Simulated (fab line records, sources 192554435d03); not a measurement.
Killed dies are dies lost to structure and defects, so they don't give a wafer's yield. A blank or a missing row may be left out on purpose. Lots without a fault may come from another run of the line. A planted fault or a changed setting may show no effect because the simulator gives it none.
Which tool did it? | flow n5_finfet | 24 lots, 72 wafers sampled, at 3 steps of a route of 1938

WHAT THE GAUGES READ, wafer by wafer
N5_BEOL_M3_INSPECT_59: inspects for defects (darkfield). Usual: raw_defect_count 67, standard deviation 20.
lot  | measured     | on                | raw_defect_count | flag
L074 | day 7 09:47  | defect_inspect-02 | 84 101 61        |
L075 | day 7 18:11  | defect_inspect-01 | 60 92 42         |
L076 | day 7 20:45  | defect_inspect-01 | 94 62 81         |
L077 | day 8 00:13  | defect_inspect-02 | 90 43 53         |
L078 | day 8 15:14  | defect_inspect-02 | 76 112 43        |
L079 | day 8 19:50  | defect_inspect-01 | 42 83 49         |
L080 | day 9 08:46  | defect_inspect-01 | 76 66 86         |
L081 | day 9 12:01  | defect_inspect-02 | 84 40 97         |
L082 | day 9 12:37  | defect_inspect-02 | 71 81 69         |
L083 | day 9 23:29  | defect_inspect-02 | 75 80 60         |
L084 | day 10 01:52 | defect_inspect-01 | 79 81 76         |
L085 | day 10 06:22 | defect_inspect-01 | 62 106 84        |
L086 | day 10 21:44 | defect_inspect-01 | 66 64 28         |
L087 | day 11 04:01 | defect_inspect-01 | 67 46 48         |
L089 | day 11 12:39 | defect_inspect-02 | 63 56 59         |
L091 | day 11 21:14 | defect_inspect-01 | 52 69 44         |
L088 | day 11 23:25 | defect_inspect-02 | 69 57 64         |
L090 | day 12 02:15 | defect_inspect-01 | 43 66 49         |
L092 | day 12 06:32 | defect_inspect-01 | 55 158 82        |
L095 | day 12 17:46 | defect_inspect-01 | 73 71 24         |
L094 | day 13 03:25 | defect_inspect-02 | 96 55 52         |
L093 | day 13 10:48 | defect_inspect-01 | 54 58 89         |
L096 | day 13 19:52 | defect_inspect-01 | 52 55 64         |
L097 | day 14 05:30 | defect_inspect-02 | 56 56 33         |

N5_BEOL_M4_CD_MEAS_28: target cd 26.2 nm, target cd y 24.1 nm. Usual: cd_nm 26.14 nm, standard deviation 0.26.
lot  | measured     | on        | cd_nm (nm)        | flag
L074 | day 7 13:03  | cd_sem-01 | 26.25 25.78 25.95 |
L075 | day 7 20:40  | cd_sem-01 | 26.10 25.92 26.05 |
L076 | day 8 01:10  | cd_sem-02 | 25.85 25.70 25.93 |
L077 | day 8 02:13  | cd_sem-01 | 26.40 25.89 25.85 |
L078 | day 8 18:58  | cd_sem-01 | 26.06 26.48 26.09 |
L079 | day 8 23:19  | cd_sem-03 | 25.90 25.94 25.80 |
L080 | day 9 12:08  | cd_sem-01 | 26.03 25.94 25.68 |
L081 | day 9 13:43  | cd_sem-03 | 26.16 26.25 25.78 |
L082 | day 9 16:26  | cd_sem-03 | 26.15 26.10 26.27 |
L083 | day 10 03:08 | cd_sem-01 | 26.04 26.52 26.64 |
L084 | day 10 05:23 | cd_sem-02 | 26.28 25.61 25.36 |
L085 | day 10 09:00 | cd_sem-02 | 26.38 26.28 26.45 |
L086 | day 11 00:27 | cd_sem-02 | 26.09 26.11 25.97 |
L087 | day 11 06:05 | cd_sem-02 | 26.23 26.36 26.33 |
L089 | day 11 15:57 | cd_sem-02 | 26.12 25.93 26.47 |
L091 | day 11 23:05 | cd_sem-02 | 26.04 26.35 26.23 |
L088 | day 12 03:32 | cd_sem-03 | 26.40 26.48 26.57 |
L090 | day 12 03:59 | cd_sem-03 | 26.39 26.00 26.08 |
L092 | day 12 09:59 | cd_sem-03 | 25.87 26.06 26.38 |
L095 | day 12 20:02 | cd_sem-03 | 25.38 26.24 26.22 |
L094 | day 13 07:38 | cd_sem-02 | 25.67 25.93 25.86 |
L093 | day 13 15:00 | cd_sem-03 | 26.33 26.15 25.73 |
L096 | day 13 23:31 | cd_sem-02 | 26.15 26.05 26.18 |
L097 | day 14 07:51 | cd_sem-03 | 26.29 25.73 25.92 |

WHICH TOOL RAN EACH LOT (tool, then ch and the chambers of the sampled wafers, then the start)
lot  | N5_BEOL_M4_STRIP_19
L074 | rie_diel-06 ch 2,3, day 7 12:32
L075 | rie_diel-02 ch 0,2,3, day 7 20:09
L076 | rie_diel-01 ch 0,1,3, day 8 00:40
L077 | rie_diel-01 ch 1,3, day 8 01:49
L078 | rie_diel-02 ch 1,2,3, day 8 18:28
L079 | rie_diel-02 ch 1,2, day 8 22:48
L080 | rie_diel-06 ch 0,2, day 9 11:37
L081 | rie_diel-06 ch 0,1,3, day 9 13:19
L082 | rie_diel-06 ch 1,2,3, day 9 15:56
L083 | rie_diel-06 ch 0,1,3, day 10 02:37
L084 | rie_diel-06 ch 0,2,3, day 10 04:53
L085 | rie_diel-02 ch 0,2,3, day 10 08:29
L086 | rie_diel-01 ch 0,2,3, day 11 00:04
L087 | rie_diel-06 ch 1,2,3, day 11 05:41
L089 | rie_diel-01 ch 0,1, day 11 15:34
L091 | rie_diel-06 ch 1,2,3, day 11 22:34
L088 | rie_diel-06 ch 0,3, day 12 03:01
L090 | rie_diel-06 ch 1,2,3, day 12 03:36
L092 | rie_diel-02 ch 0,1,3, day 12 09:29
L095 | rie_diel-06 ch 0,1,2, day 12 19:39
L094 | rie_diel-01 ch 1,2, day 13 07:08
L093 | rie_diel-02 ch 1,2, day 13 14:28
L096 | rie_diel-01 ch 0,2,3, day 13 23:00
L097 | rie_diel-01 ch 0,3, day 14 07:20
- N5_BEOL_M4_STRIP_19: strips in O2.

WHAT THE TOOLS THEMSELVES READ (means of the sampled wafers that have a number; where no wafer has one, the mark that the record gives instead)
N5_BEOL_M4_STRIP_19. Usual: drypump_motor_current_A 5.6 A, standard deviation 0.51; oes_product_au 0.84 a.u., standard deviation 0.09; rf_vpp_V 3.7 V, standard deviation 0.58; showerhead_plenum_p_Torr 2.10 Torr, standard deviation 0.084; throttle_valve_pct 16.57 %, standard deviation 0.21.
lot  | tool        | drypump_motor_current_A (A) | oes_product_au (a.u.) | rf_vpp_V (V) | showerhead_plenum_p_Torr (Torr) | throttle_valve_pct (%) | flag
L074 | rie_diel-06 | 5.3                         | 0.91                  | 3.0          | 2.09                            | 16.46                  |
L075 | rie_diel-02 | 5.8                         | 0.80                  | 3.3          | 2.07                            | 16.55                  |
L076 | rie_diel-01 | 6.3                         | 0.90                  | 3.5          | 2.08                            | 16.64                  |
L077 | rie_diel-01 | 6.3                         | 0.94                  | 3.7          | 2.07                            | 16.70                  |
L078 | rie_diel-02 | 5.8                         | 0.77                  | 3.5          | 2.06                            | 16.55                  |
L079 | rie_diel-02 | 5.4                         | 0.86                  | 3.4          | 2.15                            | 16.60                  |
L080 | rie_diel-06 | 5.5                         | 0.91                  | 3.9          | 2.20                            | 16.65                  |
L081 | rie_diel-06 | 5.2                         | 0.89                  | 3.7          | 2.13                            | 16.43                  |
L082 | rie_diel-06 | 5.2                         | 0.85                  | 4.2          | 2.09                            | 16.56                  |
L083 | rie_diel-06 | 5.2                         | 0.87                  | 3.8          | 2.13                            | 16.44                  |
L084 | rie_diel-06 | 5.4                         | 0.89                  | 3.6          | 2.14                            | 16.58                  |
L085 | rie_diel-02 | 5.8                         | 0.76                  | 3.5          | 2.06                            | 16.59                  |
L086 | rie_diel-01 | 5.8                         | 0.86                  | 3.3          | 2.07                            | 16.51                  |
L087 | rie_diel-06 | 5.2                         | 0.83                  | 3.2          | 2.09                            | 16.58                  |
L089 | rie_diel-01 | 6.5                         | 0.85                  | 3.6          | 2.06                            | 16.66                  |
L091 | rie_diel-06 | 5.2                         | 0.82                  | 4.4          | 2.09                            | 16.59                  |
L088 | rie_diel-06 | 5.4                         | 0.88                  | 3.6          | 2.11                            | 16.40                  |
L090 | rie_diel-06 | 5.2                         | 0.82                  | 3.7          | 2.09                            | 16.58                  |
L092 | rie_diel-02 | 5.8                         | 0.77                  | 4.0          | 2.06                            | 16.54                  |
L095 | rie_diel-06 | 5.3                         | 0.82                  | 4.0          | 2.15                            | 16.68                  |
L094 | rie_diel-01 | 6.2                         | 0.87                  | 3.3          | 2.04                            | 16.56                  |
L093 | rie_diel-02 | 5.4                         | 0.90                  | 3.4          | 2.23                            | 16.45                  |
L096 | rie_diel-01 | 5.8                         | 0.82                  | 3.4          | 2.06                            | 16.56                  |
L097 | rie_diel-01 | 6.1                         | 0.81                  | 3.4          | 2.06                            | 16.75                  |

THE ANSWER, worked out from the rows above alone
Rule: a lot is off if the mean of its wafers that have a number lies more than 3 standard deviations from the usual mean. A lot without any number at a reading at which 4 lots or more have one is off too. The other lots that the step has rows for count as sound. The gauges are gone through in route order, then the tools' own readings, and for those a lot's mean is taken as printed above. The first step at which some lot is off is used, and at that step the reading that is off furthest; a lot without a number counts as furthest.
No lot is off at any reading shown: from this, nothing can be told.

WHAT THE SIMULATOR HAD PUT IN
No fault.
